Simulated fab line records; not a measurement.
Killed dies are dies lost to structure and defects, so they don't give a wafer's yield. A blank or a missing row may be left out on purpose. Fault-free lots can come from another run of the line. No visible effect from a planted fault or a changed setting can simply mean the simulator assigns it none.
fab line records | flow n5_finfet
record: lots: 7 | wafers: 39
route steps=1938 shown ZERO_LAYER@16 FIN_SAQP@130 SD_EPI_N@288 HKMG_FIN@388 BEOL_M0_SAQP@640 BEOL_M2@879 BEOL_M6@1239 BEOL_M8@1392 BEOL_M11@1539 BEOL_M13@1696 BEOL_M14@1716 MIM_BOT_ETCH@1868 PASSIVATION@1936
start_h: start of the lot's first displayed wafer, in hours after the record's first day | wait_h: hours since the lot's step before | " same as the row above | L1.1+2: a single row standing in for several wafers | - no value, or no start given | * or withheld: withheld | < > ~ a bound
route shown NAME@n: NAME is a module with steps in the file, n the number in the route of the first one | usual: mean/standard deviation of fault-free wafers | same: alike in all rows | chamber/n: place in a boat | sites: readings site by site | _std_site: standard deviation of those values | _edge_site: mean of outer sites minus mean of inner sites | radius_mm: how far each site lies from the wafer's centre | mask NAME#n: copy n | behind: the most recent tool/chamber to have shaped the wafer | hold: why the lot was held/for how many hours/how that ended | device: whichever transistor did not switch (one of n, p or np) | end of line: the route-end tests of the same wafers | where a step has no rows: the recipe by itself | killed: dies that structure and defects cost at the first sort, which is not the same as the wafer's yield | map: per-die view of a wafer (x killed, . not killed, _ where there is no die)
set.NAME: the setting as run; set.NAME@STEP: as run at that earlier step | model.NAME: the simulator's own value behind a step, which no gauge read
lots run with intentionally changed settings; tables by step, rows by wafer
== steps ==
step: N5_ZERO_LAYER_ETCH_18
recipe: chemistry: HBr/Cl2 | target: Si | target_depth_a: 1200 | time_s: 40 | pressure_mtorr: 10 | icp_w: 800 | bias_w: 75 | HBr_flow_sccm: 150 | Cl2_flow_sccm: 80
step: N5_FIN_SAQP_ETCH_65
recipe: chemistry: CF4 | target: SiO2 | target_depth_a: 40 | ion_energy_ev: 350 | time_s: 4.4 | pressure_mtorr: 10 | icp_w: 800 | bias_w: 400 | cf4_flow_sccm: 80
step: N5_SD_EPI_N_EPI_21
recipe: material: Si:P | dopant: P | temp_c: 680 | pressure_torr: 255 | time_s: 690
step: N5_HKMG_FIN_ALD_74
recipe: material: La2O3 | target_thk_a: 5 | temp_c: 250 | ald_precursor_family: La-Cp | ald_co_reactant: O3 | pulse_time_s: 6 | co_reactant_pulse_time_s: 1 | purge_time_s: 3 | co_reactant_purge_time_s: 3
step: N5_BEOL_M0_SAQP_HM_DEP_111
recipe: material: SiO2 | target_thk_a: 120 | temp_c: 400 | precursor: SiH4/N2O | pressure_torr: 0.75 | rf_w: 275 | time_s: 7.2
step: N5_BEOL_M2_DESCUM_33
recipe: chemistry: O2 | time_s: 7 | source_power_w: 50 | bias_power_w: 20 | pressure_mtorr: 20 | rf_frequency_hz: 2.712e+07 | temp_c: 40 | resist: CAR-EUV | o2_flow_sccm: 225
step: N5_BEOL_M6_TRENCH_ETCH_37
recipe: chemistry: C4F6/O2 | target_depth_a: 944.35 | target: SiCOH_lowk | time_s: 31.5 | ion_energy_ev: 250 | pressure_mtorr: 30 | source_w: 345 | bias_w: 185 | Ar_flow_sccm: 300 | C4F6_flow_sccm: 10 | O2_flow_sccm: 10
step: N5_BEOL_M8_SPUTTER_48
recipe: material: Cu | target_thk_a: 100 | temp_c: -20 | bias_v: 60 | power_w: 26000 | chamber_pressure_pa: 0.13 | time_s: 1.667
step: N5_BEOL_M11_PECVD_70
recipe: material: SiO2 | target_thk_a: 200 | temp_c: 400 | precursor: TEOS/O2 | pressure_torr: 5.5 | rf_w: 450 | teos_flow_sccm: 53.8 | gas: O2 | flow_sccm: 3000 | time_s: 22.7
step: N5_BEOL_M13_TRENCH_ETCH_34
recipe: chemistry: C4F8/O2/Ar | target: SiOC | target_depth_a: 4134.7 | mask_material: SOC | pressure_mtorr: 30 | source_w: 3000 | bias_w: 700 | Ar_flow_sccm: 400 | C4F8_flow_sccm: 15 | O2_flow_sccm: 8 | he_inner_torr: 15 | he_outer_torr: 30 | time_s: 162.6 | ion_energy_ev: 250
step: N5_BEOL_M14_ILD_DEP_00
recipe: material: SiO2 | target_thk_a: 11193 | temp_c: 400 | precursor: TEOS/O2 | pressure_torr: 6.5 | rf_w: 900 | teos_flow_sccm: 161.4 | gas: O2 | flow_sccm: 2650 | time_s: 237.4
step: N5_MIM_BOT_ETCH_ETCH_00
recipe: chemistry: Cl2/BCl3 | target: TiN | target_depth_a: 455 | ion_energy_ev: 150 | pressure_mtorr: 10 | icp_w: 1000 | bias_w: 126 | Cl2_flow_sccm: 53.25 | bcl3_flow_sccm: 21.75 | Ar_flow_sccm: 25
step: N5_PASSIVATION_PROBE_49
usual: killed_at_M4_up: 14/4.9
lot.wafer | tool      | chamber | start_h | wait_h | set.target_depth_a@ZERO_LAYER_ETCH_18 | set.time_s@FIN_SAQP_ETCH_65 | set.epi_growth_time_s@SD_EPI_N_EPI_21 | set.co_reactant_pulse_time_s@HKMG_FIN_ALD_74 | set.time_s@BEOL_M0_SAQP_HM_DEP_111 | set.time_s@BEOL_M2_DESCUM_33 | set.target_depth_a@BEOL_M6_TRENCH_ETCH_37 | set.target_thk_a@BEOL_M8_SPUTTER_48 | set.time_s@BEOL_M11_PECVD_70 | set.time_s@BEOL_M13_TRENCH_ETCH_34 | set.target_thk_a@BEOL_M14_ILD_DEP_00 | set.target_depth_a@MIM_BOT_ETCH_ETCH_00 | killed_at_M4_up
L075.1    | prober-01 | -       | 272.80  | 0.0    | 1200                                  | 2.269                       | 503.7                                 | 0.4383                                       | 7.2                                | 7                            | 417.3                                     | 100                                 | 22.7                         | 122.2                              | 11193                                | 321                                     | 1066
L075.2    | prober-01 | -       | 272.85  | 0.1    | 1200                                  | 4.4                         | 690                                   | 1                                            | 7.2                                | 10.14                        | 417.3                                     | 80.81                               | 18.51                        | 162.6                              | 6958                                 | 321                                     | 1095
L075.3    | prober-01 | -       | 272.90  | 0.1    | 1200                                  | 2.269                       | 690                                   | 0.4383                                       | 7.2                                | 7                            | 944.35                                    | 80.81                               | 22.7                         | 162.6                              | 11193                                | 455                                     | 22
L075.4    | prober-01 | -       | 272.95  | 0.2    | 1200                                  | 4.4                         | 503.7                                 | 1                                            | 7.2                                | 7                            | 944.35                                    | 100                                 | 18.51                        | 122.2                              | 6958                                 | 455                                     | 25
L075.5    | prober-01 | -       | 273.00  | 0.2    | 1200                                  | 4.4                         | 690                                   | 0.4383                                       | 7.2                                | 10.14                        | 417.3                                     | 100                                 | 22.7                         | 162.6                              | 6958                                 | 455                                     | 1099
L075.6    | prober-01 | -       | 273.05  | 0.3    | 1200                                  | 2.269                       | 503.7                                 | 1                                            | 7.2                                | 10.14                        | 944.35                                    | 80.81                               | 18.51                        | 122.2                              | 11193                                | 321                                     | 14
L074.1    | prober-01 | -       | 275.73  | 0.0    | 1895                                  | 4.4                         | 690                                   | 0.5615                                       | 7.2                                | 7                            | 382                                       | 100                                 | 18.35                        | 162.6                              | 11193                                | 716.5                                   | 1058
L074.2    | prober-01 | -       | 275.78  | 0.1    | 1895                                  | 4.4                         | 690                                   | 1                                            | 3.008                              | 7                            | 944.35                                    | 140.5                               | 18.35                        | 162.6                              | 11193                                | 455                                     | 13
L074.3    | prober-01 | -       | 275.83  | 0.1    | 1200                                  | 4.4                         | 690                                   | 1                                            | 7.2                                | 7                            | 382                                       | 100                                 | 22.7                         | 162.6                              | 7094                                 | 716.5                                   | 1080
L074.4    | prober-01 | -       | 275.88  | 0.2    | 1200                                  | 4.4                         | 690                                   | 0.5615                                       | 3.008                              | 7                            | 382                                       | 140.5                               | 22.7                         | 70.55                              | 11193                                | 455                                     | 1092
L074.5    | prober-01 | -       | 275.93  | 0.2    | 1200                                  | 4.4                         | 690                                   | 1                                            | 7.2                                | 7                            | 944.35                                    | 140.5                               | 22.7                         | 70.55                              | 7094                                 | 716.5                                   | 367
L074.6    | prober-01 | -       | 275.98  | 0.3    | 1895                                  | 4.4                         | 690                                   | 0.5615                                       | 3.008                              | 7                            | 944.35                                    | 100                                 | 18.35                        | 70.55                              | 7094                                 | 455                                     | 387
L080.1    | prober-01 | -       | 292.54  | 0.0    | 1200                                  | 4.4                         | 690                                   | 1                                            | 7.2                                | 7                            | 409.9                                     | 120.1                               | 22.7                         | 162.6                              | 11193                                | 455                                     | 1072
L080.2    | prober-01 | -       | 292.59  | 0.1    | 1200                                  | 4.4                         | 430.3                                 | 0.6251                                       | 7.2                                | 7                            | 944.35                                    | 120.1                               | 22.7                         | 162.6                              | 8728                                 | 455                                     | 14
L080.3    | prober-01 | -       | 292.64  | 0.1    | 1200                                  | 4.4                         | 430.3                                 | 0.6251                                       | 8.639                              | 7                            | 409.9                                     | 100                                 | 22.7                         | 81.3                               | 8728                                 | 455                                     | 1085
L080.4    | prober-01 | -       | 292.69  | 0.2    | 1200                                  | 4.4                         | 690                                   | 1                                            | 7.2                                | 3.542                        | 409.9                                     | 120.1                               | 22.7                         | 81.3                               | 11193                                | 455                                     | 1047
L080.5    | prober-01 | -       | 292.74  | 0.2    | 1200                                  | 4.4                         | 690                                   | 0.6251                                       | 8.639                              | 3.542                        | 944.35                                    | 100                                 | 22.7                         | 162.6                              | 8728                                 | 455                                     | 14
L080.6    | prober-01 | -       | 292.79  | 0.3    | 1200                                  | 4.4                         | 430.3                                 | 1                                            | 8.639                              | 3.542                        | 944.35                                    | 100                                 | 22.7                         | 81.3                               | 11193                                | 455                                     | 84
L081.2    | prober-01 | -       | 304.52  | 0.1    | 1200                                  | 4.4                         | 690                                   | 1                                            | 7.2                                | 7                            | 944.35                                    | 100                                 | 22.7                         | 162.6                              | 11193                                | 455                                     | 12
L081.5    | prober-01 | -       | 304.67  | 0.2    | 1200                                  | 4.4                         | 690                                   | 1                                            | 7.2                                | 7                            | 944.35                                    | 100                                 | 22.7                         | 162.6                              | 11193                                | 455                                     | 12
L081.6    | prober-01 | -       | 304.72  | 0.3    | 1200                                  | 4.4                         | 690                                   | 1                                            | 7.2                                | 7                            | 944.35                                    | 100                                 | 22.7                         | 162.6                              | 11193                                | 455                                     | 27
L083.1    | prober-02 | -       | 312.15  | 0.0    | 1200                                  | 6.393                       | 690                                   | 1                                            | 7.2                                | 7                            | 944.35                                    | 100                                 | 22.7                         | 162.6                              | 11193                                | 455                                     | 10
L083.2    | prober-02 | -       | 312.20  | 0.1    | 1200                                  | 4.4                         | 690                                   | 1                                            | 10.32                              | 8.864                        | 944.35                                    | 58.9                                | 9.099                        | 162.6                              | 14570                                | 455                                     | 70
L083.3    | prober-02 | -       | 312.25  | 0.1    | 1200                                  | 6.393                       | 1001                                  | 0.5178                                       | 7.2                                | 7                            | 944.35                                    | 58.9                                | 22.7                         | 188.4                              | 14570                                | 455                                     | 71
L083.4    | prober-02 | -       | 312.30  | 0.2    | 1200                                  | 6.393                       | 1001                                  | 0.5178                                       | 10.32                              | 8.864                        | 944.35                                    | 58.9                                | 22.7                         | 188.4                              | 11193                                | 685.5                                   | 74
L083.5    | prober-02 | -       | 312.35  | 0.2    | 1200                                  | 4.4                         | 690                                   | 0.5178                                       | 10.32                              | 7                            | 944.35                                    | 100                                 | 9.099                        | 188.4                              | 14570                                | 685.5                                   | 14
L083.6    | prober-02 | -       | 312.40  | 0.3    | 1200                                  | 4.4                         | 1001                                  | 1                                            | 7.2                                | 8.864                        | 944.35                                    | 100                                 | 9.099                        | 162.6                              | 11193                                | 685.5                                   | 14
L086.1    | prober-01 | -       | 324.06  | 0.0    | 660.6                                 | 5.176                       | 690                                   | 1                                            | 7.2                                | 3.416                        | 944.35                                    | 84.44                               | 35.66                        | 255.4                              | 11193                                | 235.7                                   | 23
L086.2    | prober-01 | -       | 324.11  | 0.1    | 1200                                  | 4.4                         | 690                                   | 0.7519                                       | 7.2                                | 3.416                        | 944.35                                    | 100                                 | 35.66                        | 162.6                              | 11193                                | 235.7                                   | 12
L086.3    | prober-01 | -       | 324.16  | 0.1    | 1200                                  | 5.176                       | 1092                                  | 0.7519                                       | 3.012                              | 7                            | 944.35                                    | 84.44                               | 35.66                        | 162.6                              | 11193                                | 455                                     | 11
L086.4    | prober-01 | -       | 324.21  | 0.2    | 1200                                  | 4.4                         | 690                                   | 1                                            | 3.012                              | 7                            | 944.35                                    | 84.44                               | 22.7                         | 255.4                              | 11193                                | 235.7                                   | 25
L086.5    | prober-01 | -       | 324.26  | 0.2    | 660.6                                 | 4.4                         | 1092                                  | 1                                            | 3.012                              | 3.416                        | 944.35                                    | 100                                 | 22.7                         | 255.4                              | 11193                                | 455                                     | 9
L086.6    | prober-01 | -       | 324.31  | 0.3    | 660.6                                 | 5.176                       | 1092                                  | 0.7519                                       | 7.2                                | 7                            | 944.35                                    | 100                                 | 22.7                         | 162.6                              | 11193                                | 455                                     | 16
L091.1    | prober-01 | -       | 365.86  | 0.0    | 1200                                  | 4.4                         | 690                                   | 1                                            | 7.2                                | 5.57                         | 783.5                                     | 155                                 | 28.38                        | 105.8                              | 7801                                 | 455                                     | 23
L091.2    | prober-01 | -       | 365.91  | 0.1    | 588                                   | 6.726                       | 439                                   | 0.592                                        | 7.2                                | 7                            | 783.5                                     | 100                                 | 28.38                        | 162.6                              | 11193                                | 455                                     | 9
L091.3    | prober-01 | -       | 365.96  | 0.1    | 588                                   | 6.726                       | 690                                   | 1                                            | 3.318                              | 7                            | 944.35                                    | 155                                 | 28.38                        | 162.6                              | 11193                                | 330.5                                   | 8
L091.4    | prober-01 | -       | 366.01  | 0.2    | 588                                   | 4.4                         | 690                                   | 0.592                                        | 7.2                                | 7                            | 944.35                                    | 100                                 | 22.7                         | 105.8                              | 11193                                | 455                                     | 17
L091.5    | prober-01 | -       | 366.06  | 0.2    | 1200                                  | 4.4                         | 439                                   | 0.592                                        | 3.318                              | 5.57                         | 944.35                                    | 100                                 | 22.7                         | 105.8                              | 7801                                 | 330.5                                   | 13
L091.6    | prober-01 | -       | 366.11  | 0.3    | 1200                                  | 6.726                       | 439                                   | 1                                            | 3.318                              | 5.57                         | 783.5                                     | 155                                 | 22.7                         | 162.6                              | 7801                                 | 330.5                                   | 15
killed by level:class
L075.1 BEOL_M6:area_ecd=1058 BEOL_M0_SAQP:geometric_particle:short=17 BEOL_M1:geometric_particle:open=17 MIM_BOT_ETCH:area_etch=16 STI_FIN_REVEAL:geometric_particle:open=13 BEOL_M0_SAQP:geometric_particle:open=12 MOL_CONTACT_COAG:geometric_particle:open=10 GATE_CUT:geometric_particle:short=6
L075.2 BEOL_M6:area_ecd=1077 STI_FIN_REVEAL:geometric_particle:open=13 BEOL_M1:geometric_particle:open=13 MOL_CONTACT_COAG:geometric_particle:open=7 BEOL_M0:geometric_particle:open=6 FIN_SAQP:geometric_particle:short=5 BEOL_M0_SAQP:geometric_particle:short=5 BEOL_M0_SAQP:geometric_particle:open=5
L075.3 BEOL_M3:geometric_particle:open=10 STI_FIN_REVEAL:geometric_particle:open=7 BEOL_M1:geometric_particle:open=7 BEOL_M4:geometric_particle:open=7 BEOL_M1:geometric_particle:short=5 MOL_CONTACT_COAG:geometric_particle:open=4 BEOL_M5:geometric_particle:open=4 FIN_SAQP:geometric_particle:open=3
L075.4 MOL_CONTACT_COAG:geometric_particle:open=18 BEOL_M4:geometric_particle:open=12 STI_FIN_REVEAL:geometric_particle:open=8 BEOL_M0_SAQP:geometric_particle:short=6 BEOL_M5:geometric_particle:open=6 BEOL_M0_SAQP:geometric_particle:open=4 STARTING-WAFER:geometric_particle:short=4 BEOL_M0:geometric_particle:open=3
L075.5 BEOL_M6:area_ecd=1083 BEOL_M1:geometric_particle:open=10 MOL_CONTACT_COAG:geometric_particle:open=9 FIN_SAQP:geometric_particle:open=6 STI_FIN_REVEAL:geometric_particle:open=6 BEOL_M0:geometric_particle:open=6 BEOL_M0_SAQP:geometric_particle:open=5 BEOL_M4:geometric_particle:open=5
L075.6 MIM_BOT_ETCH:area_etch=1085 BEOL_M1:geometric_particle:open=10 STI_FIN_REVEAL:geometric_particle:open=9 MOL_CONTACT_COAG:geometric_particle:open=7 BEOL_M0_SAQP:geometric_particle:open=7 FIN_SAQP:geometric_particle:open=4 BEOL_M5:geometric_particle:open=4 STARTING-WAFER:geometric_particle:short=3
L074.1 BEOL_M6:area_ecd=1040 MOL_CONTACT_COAG:geometric_particle:open=24 FIN_CUT:area_etch=16 HKMG_FIN:area_etch=16 BEOL_M4:geometric_particle:open=13 FIN_SAQP:geometric_particle:open=9 FIN_SAQP:geometric_particle:short=7 STI_FIN_REVEAL:geometric_particle:open=7
L074.2 MOL_CONTACT_COAG:geometric_particle:open=15 FIN_SAQP:geometric_particle:short=7 BEOL_M0_SAQP:geometric_particle:open=7 BEOL_M3:geometric_particle:open=7 FIN_SAQP:geometric_particle:open=6 STI_FIN_REVEAL:geometric_particle:open=6 MOL_CONTACT_COAG:geometric_particle:short=6 BEOL_M1:geometric_particle:open=6
L074.3 BEOL_M6:area_ecd=1060 STI_FIN_REVEAL:geometric_particle:open=18 MOL_CONTACT_COAG:geometric_particle:open=14 BEOL_M3:geometric_particle:open=11 BEOL_M4:geometric_particle:open=8 FIN_SAQP:geometric_particle:short=7 STI_FIN_REVEAL:geometric_particle:short=5 DUMMY_GATE:geometric_particle:open=5
L074.4 BEOL_M6:area_ecd=1076 STI_FIN_REVEAL:geometric_particle:open=19 MOL_CONTACT_COAG:geometric_particle:open=13 FIN_SAQP:geometric_particle:open=7 BEOL_M1:geometric_particle:open=7 FIN_SAQP:geometric_particle:short=4 STI_FIN_REVEAL:geometric_particle:short=4 BEOL_M3:geometric_particle:open=4
L074.5 BEOL_M13:area_ecd=353 HKMG_FIN:area_etch=14 STI_FIN_REVEAL:geometric_particle:open=13 FIN_SAQP:geometric_particle:open=12 BEOL_M3:geometric_particle:open=11 MOL_CONTACT_COAG:geometric_particle:open=11 FIN_SAQP:geometric_particle:short=8 DUMMY_GATE:geometric_particle:open=8
L074.6 BEOL_M13:area_ecd=366 MOL_CONTACT_COAG:area_etch=25 STI_FIN_REVEAL:geometric_particle:open=17 MOL_CONTACT_COAG:geometric_particle:open=14 BEOL_M4:geometric_particle:open=11 BEOL_M3:geometric_particle:open=7 FIN_SAQP:geometric_particle:open=6 STI_FIN_REVEAL:geometric_particle:short=6
L080.1 BEOL_M6:area_ecd=1053 STI_FIN_REVEAL:geometric_particle:open=16 MOL_CONTACT_COAG:geometric_particle:open=14 FIN_SAQP:geometric_particle:open=11 BEOL_M0_SAQP:geometric_particle:open=10 HKMG_FIN:area_etch=9 BEOL_M4:geometric_particle:open=8 FIN_SAQP:geometric_particle:short=6
L080.2 MOL_CONTACT_COAG:geometric_particle:open=17 STI_FIN_REVEAL:geometric_particle:open=15 FIN_SAQP:geometric_particle:short=9 STI_FIN_REVEAL:geometric_particle:short=7 MOL_CONTACT_COAG:geometric_particle:short=7 BEOL_M0_SAQP:geometric_particle:short=6 FIN_SAQP:geometric_particle:open=5 BEOL_M0_SAQP:geometric_particle:open=5
L080.3 BEOL_M6:area_ecd=1072 FIN_SAQP:geometric_particle:short=16 FIN_SAQP:geometric_particle:open=11 BEOL_M3:geometric_particle:open=11 BEOL_M4:geometric_particle:open=9 STI_FIN_REVEAL:geometric_particle:open=8 MOL_CONTACT_COAG:geometric_particle:open=7 BEOL_M2:geometric_particle:open=6
L080.4 BEOL_M6:area_ecd=1032 FIN_SAQP:geometric_particle:open=19 STI_FIN_REVEAL:geometric_particle:open=18 MOL_CONTACT_COAG:geometric_particle:open=16 HKMG_FIN:area_etch=14 BEOL_M3:geometric_particle:open=11 BEOL_M4:geometric_particle:open=7 GATE_CUT:geometric_particle:open=6
L080.5 MOL_CONTACT_COAG:geometric_particle:open=14 FIN_SAQP:geometric_particle:open=8 BEOL_M3:geometric_particle:open=7 BEOL_M2:geometric_particle:open=7 FIN_SAQP:geometric_particle:short=6 STI_FIN_REVEAL:geometric_particle:open=5 BEOL_M0_SAQP:geometric_particle:short=5 MOL_CONTACT_COAG:geometric_particle:short=5
L080.6 BEOL_M13:area_ecd=76 STI_FIN_REVEAL:geometric_particle:open=21 MOL_CONTACT_COAG:geometric_particle:open=18 BEOL_M3:geometric_particle:open=12 FIN_SAQP:geometric_particle:open=7 MOL_CONTACT_COAG:geometric_particle:short=7 BEOL_M2:geometric_particle:open=6 BEOL_M1:geometric_particle:open=6
L081.2 PASSIVATION:area_etch=11 DUMMY_GATE:geometric_particle:open=7 FIN_SAQP:geometric_particle:short=6 MOL_CONTACT_COAG:geometric_particle:open=6 BEOL_M0_SAQP:geometric_particle:short=6 BEOL_M4:geometric_particle:open=6 STI_FIN_REVEAL:geometric_particle:open=5 MOL_CONTACT_COAG:geometric_particle:short=4
L081.5 MOL_CONTACT_COAG:geometric_particle:open=10 MOL_CONTACT_COAG:area_etch=9 FIN_CUT:area_etch=8 STI_FIN_REVEAL:geometric_particle:open=7 BEOL_M2:geometric_particle:open=7 STI_FIN_REVEAL:geometric_particle:short=6 FIN_SAQP:geometric_particle:open=5 BEOL_M4:geometric_particle:open=5
L081.6 BEOL_M4:geometric_particle:open=16 BEOL_M5:geometric_particle:open=6 MOL_CONTACT_COAG:geometric_particle:open=5 MOL_CONTACT_COAG:geometric_particle:short=5 BEOL_M4:geometric_particle:short=5 STI_FIN_REVEAL:geometric_particle:open=4 DUMMY_GATE:geometric_particle:open=4 BEOL_M0_SAQP:geometric_particle:short=4
L083.1 HKMG_FIN:area_etch=15 MOL_CONTACT_COAG:geometric_particle:open=13 FIN_SAQP:geometric_particle:open=11 BEOL_M0_SAQP:geometric_particle:short=8 BEOL_M1:geometric_particle:open=8 BEOL_M2:geometric_particle:open=8 STI_FIN_REVEAL:geometric_particle:open=6 FIN_SAQP:geometric_particle:short=5
L083.2 BEOL_M8:interface_void_opened=53 BEOL_M2:geometric_particle:open=12 GATE_CUT:geometric_particle:short=11 MOL_CONTACT_COAG:geometric_particle:open=11 BEOL_M0_SAQP:geometric_particle:open=9 FIN_SAQP:geometric_particle:short=8 BEOL_M3:geometric_particle:short=8 BEOL_M0_SAQP:geometric_particle:short=6
L083.3 BEOL_M8:interface_void_opened=59 MOL_CONTACT_COAG:area_etch=27 BEOL_M0_SAQP:geometric_particle:short=13 GATE_CUT:geometric_particle:short=10 BEOL_M3:geometric_particle:open=9 BEOL_M0_SAQP:geometric_particle:open=7 FIN_SAQP:geometric_particle:short=6 BEOL_M2:geometric_particle:open=6
L083.4 BEOL_M8:interface_void_opened=59 FIN_SAQP:geometric_particle:short=16 BEOL_M3:geometric_particle:open=9 MOL_CONTACT_COAG:geometric_particle:open=8 BEOL_M0_SAQP:geometric_particle:short=8 BEOL_M1:geometric_particle:open=7 FIN_SAQP:geometric_particle:open=6 DUMMY_GATE:geometric_particle:open=6
L083.5 MOL_CONTACT_COAG:geometric_particle:open=16 DUMMY_GATE:geometric_particle:open=11 FIN_SAQP:geometric_particle:open=8 FIN_SAQP:geometric_particle:short=7 BEOL_M0_SAQP:geometric_particle:short=7 MOL_CONTACT_COAG:area_etch=7 BEOL_M3:geometric_particle:open=6 BEOL_M0_SAQP:geometric_particle:open=6
L083.6 BEOL_M0_SAQP:geometric_particle:open=16 MOL_CONTACT_COAG:geometric_particle:open=13 BEOL_M0_SAQP:geometric_particle:short=12 FIN_SAQP:geometric_particle:open=10 FIN_SAQP:geometric_particle:short=10 BEOL_M1:geometric_particle:open=9 BEOL_M4:geometric_particle:open=9 DUMMY_GATE:geometric_particle:open=8
L086.1 MIM_BOT_ETCH:area_etch=1077 BEOL_M4:geometric_particle:open=14 STI_FIN_REVEAL:geometric_particle:open=9 BEOL_M3:geometric_particle:open=8 MOL_CONTACT_COAG:geometric_particle:open=7 FIN_SAQP:geometric_particle:open=6 FIN_SAQP:geometric_particle:short=6 BEOL_M0_SAQP:geometric_particle:short=6
L086.2 MIM_BOT_ETCH:area_etch=1078 FIN_SAQP:geometric_particle:short=19 BEOL_M0_SAQP:geometric_particle:open=11 MOL_CONTACT_COAG:geometric_particle:open=9 FIN_SAQP:geometric_particle:open=6 GATE_CUT:geometric_particle:short=6 BEOL_M1:geometric_particle:open=5 BEOL_M5:geometric_particle:open=5
L086.3 FIN_SAQP:geometric_particle:open=13 FIN_SAQP:geometric_particle:short=10 MOL_CONTACT_COAG:geometric_particle:open=10 BEOL_M2:geometric_particle:open=8 BEOL_M3:geometric_particle:open=6 GATE_CUT:geometric_particle:open=5 BEOL_M1:geometric_particle:open=4 DUMMY_GATE:geometric_particle:open=3
L086.4 MIM_BOT_ETCH:area_etch=1064 FIN_SAQP:geometric_particle:short=18 FIN_SAQP:geometric_particle:open=12 MOL_CONTACT_COAG:geometric_particle:open=12 BEOL_M4:geometric_particle:open=11 BEOL_M3:geometric_particle:open=8 BEOL_M4:geometric_particle:short=5 BEOL_M2:geometric_particle:open=4
L086.5 FIN_SAQP:geometric_particle:open=12 MOL_CONTACT_COAG:geometric_particle:open=9 BEOL_M0_SAQP:geometric_particle:open=9 FIN_SAQP:geometric_particle:short=7 BEOL_M0:geometric_particle:open=7 SPACER0:geometric_particle:open=6 STI_FIN_REVEAL:geometric_particle:open=6 SPACER0:geometric_particle:short=6
L086.6 BEOL_M0_SAQP:geometric_particle:open=10 BEOL_M0_SAQP:geometric_particle:short=9 FIN_SAQP:geometric_particle:open=8 BEOL_M4:geometric_particle:open=8 HKMG_FIN:area_etch=7 DUMMY_GATE:geometric_particle:open=6 MOL_CONTACT_COAG:geometric_particle:open=6 BEOL_M2:geometric_particle:open=6
L091.1 BEOL_M4:geometric_particle:open=11 MOL_CONTACT_COAG:geometric_particle:open=10 STI_FIN_REVEAL:geometric_particle:open=8 BEOL_M2:geometric_particle:open=6 PASSIVATION:area_etch=6 BEOL_M0_SAQP:geometric_particle:open=5 BEOL_M3:geometric_particle:open=5 MOL_CONTACT_COAG:geometric_particle:short=4
L091.2 MOL_CONTACT_COAG:geometric_particle:open=11 PASSIVATION:area_etch=9 BEOL_M3:geometric_particle:open=8 STI_FIN_REVEAL:geometric_particle:open=6 MOL_CONTACT_COAG:geometric_particle:short=5 BEOL_M0_SAQP:geometric_particle:open=5 BEOL_M1:geometric_particle:open=5 DUMMY_GATE:geometric_particle:open=4
L091.3 MIM_BOT_ETCH:area_etch=1088 MOL_CONTACT_COAG:geometric_particle:open=19 BEOL_M0_SAQP:geometric_particle:short=9 STI_FIN_REVEAL:geometric_particle:open=7 BEOL_M0_SAQP:geometric_particle:open=7 BEOL_M3:geometric_particle:open=6 FIN_SAQP:geometric_particle:open=5 GATE_CUT:geometric_particle:open=4
L091.4 PASSIVATION:area_etch=27 HKMG_FIN:area_etch=19 STI_FIN_REVEAL:geometric_particle:open=12 BEOL_M4:geometric_particle:open=9 BEOL_M0_SAQP:geometric_particle:short=8 MOL_CONTACT_COAG:geometric_particle:open=7 BEOL_M0_SAQP:geometric_particle:open=6 BEOL_M0:geometric_particle:open=5
L091.5 MIM_BOT_ETCH:area_etch=1082 STI_FIN_REVEAL:geometric_particle:open=13 MOL_CONTACT_COAG:geometric_particle:open=11 BEOL_M0_SAQP:geometric_particle:open=9 BEOL_M4:geometric_particle:open=9 BEOL_M0_SAQP:geometric_particle:short=8 GATE_CUT:geometric_particle:short=7 DUMMY_GATE:geometric_particle:open=6
L091.6 MIM_BOT_ETCH:area_etch=1060 MOL_CONTACT_COAG:geometric_particle:open=15 STI_FIN_REVEAL:geometric_particle:open=14 BEOL_M3:geometric_particle:open=11 FIN_SAQP:geometric_particle:open=8 BEOL_M0_SAQP:geometric_particle:open=7 GATE_CUT:geometric_particle:short=6 DUMMY_GATE:geometric_particle:open=6
== key ==
split: step: N5_ZERO_LAYER_ETCH_18 | setting: target_depth_a | stated_as: 1200
response none clear
split: step: N5_FIN_SAQP_ETCH_65 | setting: time_s | stated_as: 4.4
response none clear
split: step: N5_SD_EPI_N_EPI_21 | setting: epi_growth_time_s | stated_as: 690
response none clear
split: step: N5_HKMG_FIN_ALD_74 | setting: co_reactant_pulse_time_s | stated_as: 1
response none clear
split: step: N5_BEOL_M0_SAQP_HM_DEP_111 | setting: time_s | stated_as: 7.2
response none clear
split: step: N5_BEOL_M2_DESCUM_33 | setting: time_s | stated_as: 7
response none clear
split: step: N5_BEOL_M6_TRENCH_ETCH_37 | setting: target_depth_a | stated_as: 944.35
response: step: N5_PASSIVATION_PROBE_49 | reading: killed_at_M4_up | slope: -16.5 | per: 1% | together_with: all | explained: 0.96
split: step: N5_BEOL_M8_SPUTTER_48 | setting: target_thk_a | stated_as: 100
response none clear
split: step: N5_BEOL_M11_PECVD_70 | setting: time_s | stated_as: 22.7
response none clear
split: step: N5_BEOL_M13_TRENCH_ETCH_34 | setting: time_s | stated_as: 162.6
response none clear
split: step: N5_BEOL_M14_ILD_DEP_00 | setting: target_thk_a | stated_as: 11193
response none clear
split: step: N5_MIM_BOT_ETCH_ETCH_00 | setting: target_depth_a | stated_as: 455
response none clear
